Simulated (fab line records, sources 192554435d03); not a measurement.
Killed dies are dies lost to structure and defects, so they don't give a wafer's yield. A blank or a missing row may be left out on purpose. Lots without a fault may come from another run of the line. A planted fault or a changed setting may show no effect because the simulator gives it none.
Which tool did it? | flow n5_finfet | 12 lots, 36 wafers sampled, at 3 steps of a route of 1938

WHAT THE GAUGES READ, wafer by wafer
N5_BEOL_M10_THK_MEAS_01.
lot  | measured     | on            | M10_ILD_THK (nm)
L139 | day 10 08:00 | film_metro-01 | 267 275 273
L140 | day 10 14:41 | film_metro-01 | 265 270 275
L141 | day 11 17:31 | film_metro-01 | 268 266 270
L143 | day 11 17:47 | film_metro-02 | 263 268 267
L146 | day 11 22:29 | film_metro-01 | 261 269 273
L144 | day 12 01:37 | film_metro-01 | 273 274 270
L148 | day 12 10:24 | film_metro-02 | 265 267 266
L149 | day 12 14:53 | film_metro-01 | 265 268 268
L151 | day 13 11:52 | film_metro-02 | 261 263 264
L160 | day 16 00:37 | film_metro-02 | 268 274 276
L161 | day 16 06:22 | film_metro-01 | 268 268 267
L162 | day 16 06:55 | film_metro-02 | 265 269 274

N5_BEOL_M10_CD_MEAS_11: target cd 64.1 nm.
lot  | measured     | on        | cd_nm (nm)
L139 | day 10 11:58 | cd_sem-03 | 64.8 63.2 64.2
L140 | day 10 18:27 | cd_sem-03 | 64.7 65.0 63.9
L141 | day 11 18:47 | cd_sem-02 | 65.0 64.3 65.8
L143 | day 11 18:57 | cd_sem-01 | 64.7 64.7 64.8
L146 | day 11 23:51 | cd_sem-03 | 63.5 64.2 63.4
L144 | day 12 03:47 | cd_sem-02 | 63.5 64.4 65.1
L148 | day 12 12:05 | cd_sem-02 | 64.6 64.5 63.5
L149 | day 12 17:47 | cd_sem-01 | 65.6 64.6 64.2
L151 | day 13 13:16 | cd_sem-03 | 65.2 64.8 65.2
L160 | day 16 03:09 | cd_sem-02 | 64.5 63.8 65.6
L161 | day 16 07:51 | cd_sem-01 | 64.1 65.3 63.8
L162 | day 16 08:27 | cd_sem-01 | 64.5 63.5 63.4

WHICH TOOL RAN EACH LOT (tool, then ch and the chambers of the sampled wafers, then the start)
lot  | N5_BEOL_M10_HM_DEP_02
L139 | pvd_sputter-03, day 10 11:28
L140 | pvd_sputter-03, day 10 17:57
L141 | pvd_sputter-01, day 11 18:17
L143 | pvd_sputter-01, day 11 18:23
L146 | pvd_sputter-03, day 11 23:22
L144 | pvd_sputter-02, day 12 03:25
L148 | pvd_sputter-02, day 12 11:43
L149 | pvd_sputter-02, day 12 17:17
L151 | pvd_sputter-01, day 13 12:46
L160 | pvd_sputter-01, day 16 02:39
L161 | pvd_sputter-02, day 16 07:21
L162 | pvd_sputter-03, day 16 07:56
- N5_BEOL_M10_HM_DEP_02: deposits TiN, target thk 20 nm.

WHAT THE TOOLS THEMSELVES READ (means of the sampled wafers that have a number; where no wafer has one, the mark that the record gives instead)
N5_BEOL_M10_HM_DEP_02.
lot  | tool           | throttle_valve_pct (%)
L139 | pvd_sputter-03 | 30.5
L140 | pvd_sputter-03 | 30.5
L141 | pvd_sputter-01 | 29.4
L143 | pvd_sputter-01 | 30.0
L146 | pvd_sputter-03 | 30.6
L144 | pvd_sputter-02 | 29.3
L148 | pvd_sputter-02 | 29.7
L149 | pvd_sputter-02 | 28.1
L151 | pvd_sputter-01 | 30.1
L160 | pvd_sputter-01 | 29.5
L161 | pvd_sputter-02 | 28.8
L162 | pvd_sputter-03 | 30.3

THE ANSWER, worked out from the rows above alone
Rule: what is usual is taken from the lots themselves. Put in order of their means at a reading, lots are off if they are a third of the lots or fewer, leave a main group of 4 or more, and stand apart from it by a gap of 3 or more times the standard deviation of the main group's means; of several such gaps the widest counts. A main group whose means are all the same, to the digits that the tables above print for the reading, isn't used. A lot without any number at a reading at which 4 lots or more have one is off too. The other lots that the step has rows for count as sound. The gauges are gone through in route order, then the tools' own readings, and for those a lot's mean is taken as printed above. The first step at which some lot is off is used, and at that step the reading that is off furthest; a lot without a number counts as furthest.
No lot is off at any reading shown: from this, nothing can be told.

WHAT THE SIMULATOR HAD PUT IN
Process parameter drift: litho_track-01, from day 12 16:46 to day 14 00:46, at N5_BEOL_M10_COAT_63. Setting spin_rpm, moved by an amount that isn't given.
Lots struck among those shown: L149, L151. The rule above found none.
